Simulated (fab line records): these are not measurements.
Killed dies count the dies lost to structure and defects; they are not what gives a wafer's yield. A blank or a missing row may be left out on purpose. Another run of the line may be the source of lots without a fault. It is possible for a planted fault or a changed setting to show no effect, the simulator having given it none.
Split-lot experiment    flow n5Finfet    route with 1938 steps; 7 lots, 21 wafers read

SPLIT DETAILS
At N5_PASSIVATION_PECVD_35 (deposits SiNx from SiH4/NH3/N2, target thk 700 nm, time 151.3 s), the setting timeS was moved away from the recipe's 151.3 s on 5 of the 21 wafers read, by -13.5% to +8.8%. For the rest of the wafers, this setting stayed at what the recipe calls for.

Reading taken at the split's own step.

THE READING
SiNx_of_PASSIVATION_PECVD_35.thkNm (the simulator's own value, which no gauge read), in nm, at N5_PASSIVATION_PECVD_35 (deposits SiNx from SiH4/NH3/N2, target thk 700 nm, time 151.3 s). The file gives no usual value for it. Here, 16 wafers ran the recipe; their average is 705.8 nm with a standard deviation of 10 nm.

wafer   tool, chamber at the split  timeS as run, s  against the recipe  SiNx_of_PASSIVATION_PECVD_35.thkNm, nm  against lot-mates on the recipe
L076.1  pecvd-04, 1                 151.3            recipe              702                                     -
L076.2  pecvd-04, 2                 151.3            recipe              691.8                                   -
L076.4  pecvd-04, 1                 151.3            recipe              717.4                                   -
L082.1  pecvd-04, 0                 161.2            +6.5%               736.6                                   +40.8
L082.2  pecvd-04, 2                 151.3            recipe              689.6                                   -
L082.6  pecvd-04, 2                 151.3            recipe              702                                     -
L089.2  pecvd-04, 1                 151.3            recipe              695.8                                   -
L089.3  pecvd-04, 2                 160.2            +5.9%               730.8                                   +36.5
L089.6  pecvd-04, 2                 151.3            recipe              692.8                                   -
L094.1  pecvd-02, 1                 151.3            recipe              695.6                                   -
L094.5  pecvd-02, 0                 151.3            recipe              722                                     -
L094.6  pecvd-02, 1                 151.3            recipe              718.4                                   -
L093.4  pecvd-04, 0                 130.9            -13.5%              616.6                                   -94.6
L093.5  pecvd-04, 2                 130.9            -13.5%              625.4                                   -85.8
L093.6  pecvd-04, 0                 151.3            recipe              711.2                                   -
L092.1  pecvd-02, 0                 151.3            recipe              709.4                                   -
L092.4  pecvd-02, 0                 151.3            recipe              720                                     -
L092.5  pecvd-02, 1                 151.3            recipe              704                                     -
L096.1  pecvd-04, 1                 164.6            +8.8%               766.6                                   +56.0
L096.2  pecvd-04, 2                 151.3            recipe              705.8                                   -
L096.6  pecvd-04, 1                 151.3            recipe              715.4                                   -

FIT RESULTS
A straight line over all 21 wafers: SiNx_of_PASSIVATION_PECVD_35.thkNm changes by +6.11 nm for each +1% of timeS; r = +0.95; the points scatter about the line by 10 nm.
The same after taking each lot's own level away (the mean of its wafers on the recipe; 21 wafers): +6.57 nm for each +1%; r = +0.98; scatter 7.4 nm.
According to that fit, moving timeS by its largest amount changes the reading by 89 nm.
Measured against the standard deviation above, the lots' own levels, which go from 694.30 to 712.00 nm, span 1.7 times it.
Consequently the slope shifts little with the lot-to-lot level, the two slopes agreeing.
Check: -85.5 nm against its lot-mates is what the line predicts for one of the wafers moved furthest among these (-13.5%) when that wafer is left out of the fit. Against them it came out at -94.6 nm.

THE WHOLE CHAIN: every reading that the file lists as answering this split, in the file's order
step                     what it does                                                     reading                                                                              change (the file's fit)                                                           r (the file's)
N5_PASSIVATION_PECVD_35  deposits SiNx from SiH4/NH3/N2, target thk 700 nm, time 151.3 s  SiNx_of_PASSIVATION_PECVD_35.thkNm (the simulator's own value, which no gauge read)  +6.51 nm for each +1% of the setting                                              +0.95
N5_PASSIVATION_PROBE_49                                                                   defectLimitedYield                                                                   not straight: 90.4 at the lowest setting, 59.1 at the recipe, 0 at the highest    not given
N5_PASSIVATION_PROBE_49                                                                   killed_at_M0_to_M3                                                                   not straight: 40 at the lowest setting, 398 at the recipe, 1080 at the highest    not given
N5_PASSIVATION_PROBE_49                                                                   killedDies                                                                           not straight: 114 at the lowest setting, 482 at the recipe, 1180 at the highest   not given
N5_PASSIVATION_PROBE_49                                                                   sort_bin_5_function                                                                  not straight: 5.6 at the lowest setting, 33.8 at the recipe, 96.3 at the highest  not given
N5_PASSIVATION_PROBE_49                                                                   sortNPass                                                                            not straight: 1066 at the lowest setting, 692 at the recipe, 0 at the highest     not given
N5_PASSIVATION_PROBE_49                                                                   sortYieldPct                                                                         not straight: 90.4 at the lowest setting, 58.7 at the recipe, 0 at the highest    not given

THE FILE'S OWN FIT
SiNx_of_PASSIVATION_PECVD_35.thkNm changes by +6.51 nm for each +1% of timeS, r = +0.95.
